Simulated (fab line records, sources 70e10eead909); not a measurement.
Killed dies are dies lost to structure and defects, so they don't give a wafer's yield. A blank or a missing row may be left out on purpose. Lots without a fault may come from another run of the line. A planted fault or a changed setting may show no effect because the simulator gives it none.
Chamber matching | flow nand_harc | NHARC_P_BONDPAD_STRIP_15 on rie_diel-07: 4 sister chambers
The step strips in O2. 8 wafers are shown with their chamber, then 8 later ones without.

WAFERS WITH THEIR CHAMBER
wafer  | chamber | drypump_motor_current_A (A) | throttle_valve_pct (%)
L927.3 | 1       | 4.9                         | 17.050
L929.6 | 1       | 5.0                         | 17.043
L932.5 | 2       | 5.4                         | 17.036
L934.2 | 2       | 5.4                         | 17.032
L933.1 | 3       | 5.3                         | 17.029
L933.4 | 0       | 6.3                         | 17.039
L933.5 | 0       | 6.3                         | 17.029
L939.1 | 3       | 5.3                         | 17.024

WAFERS WITHOUT THEIR CHAMBER
wafer  | drypump_motor_current_A (A) | throttle_valve_pct (%)
L939.3 | 4.9                         | 17.033
L939.5 | 4.9                         | 17.029
L947.2 | 5.0                         | 17.038
L947.4 | 5.4                         | 17.048
L947.6 | 5.4                         | 17.034
L950.1 | 5.3                         | 17.032
L950.2 | 5.4                         | 17.032
L950.5 | 4.9                         | 17.030

WHICH CHAMBER EACH WENT THROUGH
wafer  | from the rows above     | in truth
L939.3 | 1                       | 1
L939.5 | 1                       | 1
L947.2 | 1                       | 1
L947.4 | 2                       | 2
L947.6 | 2                       | 2
L950.1 | can't be placed: 3 or 2 | 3
L950.2 | 2                       | 2
L950.5 | 1                       | 1
Placed correctly: 7 of 8. Can't be placed from these rows: 1 (the true chamber is among the candidates in 1). Placed wrongly: 0.
How it was worked out, from the rows above alone: a wafer's distance from a chamber is the root of the sum, over the readings, of the square of ((its reading less the chamber's mean) divided by the reading's scatter). The wafer belongs to the nearest chamber; if the next one is less than 2 further off, it can't be placed. A chamber's mean is the mean of its shown wafers. The scatter: the root of (the sum of the squares of (reading less its chamber's mean) over the shown wafers, divided by (wafers less chambers)).
